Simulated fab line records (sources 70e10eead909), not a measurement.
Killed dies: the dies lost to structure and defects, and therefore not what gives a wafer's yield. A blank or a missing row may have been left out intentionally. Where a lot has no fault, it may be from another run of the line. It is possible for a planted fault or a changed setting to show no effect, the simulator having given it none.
Matching of chambers :: flow nand harc :: NHARC_A_STAIRCASE_CMP_450 on cmp-04: 4 sister chambers
The step polishes SiO2, target thk 200 nm. 8 wafers are shown with their chamber, then 8 later ones without.

== WAFERS WITH THEIR CHAMBER ==
wafer: L078.1
chamber: 3
motor current A (A): 11.4

wafer: L081.2
chamber: 3
motor current A (A): 11.8

wafer: L084.2
chamber: 0
motor current A (A): 13.1

wafer: L084.5
chamber: 1
motor current A (A): 11.3

wafer: L083.1
chamber: 2
motor current A (A): 11.6

wafer: L083.3
chamber: 0
motor current A (A): 13.2

wafer: L083.6
chamber: 1
motor current A (A): 11.7

wafer: L088.2
chamber: 2
motor current A (A): 11.6

== WAFERS MISSING THEIR CHAMBER ==
wafer: L088.3
motor current A (A): 13.3

wafer: L088.6
motor current A (A): 11.1

wafer: L087.1
motor current A (A): 10.8

wafer: L087.3
motor current A (A): 13.1

wafer: L087.4
motor current A (A): 12.1

wafer: L093.1
motor current A (A): 11.4

wafer: L093.3
motor current A (A): 11.3

wafer: L093.4
motor current A (A): 13.3

== EACH ONE'S CHAMBER ==
wafer: L088.3
from the rows above: 0
in truth: 0

wafer: L088.6
from the rows above: can't be placed: 1 or 2 or 3
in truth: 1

wafer: L087.1
from the rows above: can't be placed: 1 or 2 or 3
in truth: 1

wafer: L087.3
from the rows above: 0
in truth: 0

wafer: L087.4
from the rows above: can't be placed: 3 or 2 or 1
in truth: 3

wafer: L093.1
from the rows above: can't be placed: 1 or 2 or 3
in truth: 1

wafer: L093.3
from the rows above: can't be placed: 1 or 2 or 3
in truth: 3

wafer: L093.4
from the rows above: 0
in truth: 0
3 of 8 placed correctly. Unplaceable from these rows: 5, with the true chamber sitting among the candidates in 5. Number placed wrongly: 0.
How it was worked out, from the rows above alone: a wafer's distance from a chamber is the root of the sum, over the readings, of the square of ((its reading less the chamber's mean) divided by the reading's scatter). The wafer belongs to the nearest chamber; if the next one is less than 2 further off, it can't be placed. A chamber's mean is the mean of its shown wafers. How the scatter is found: for the shown wafers, subtract from each reading the mean of its chamber, square and add these, divide the total by (wafers less chambers), then take the root.
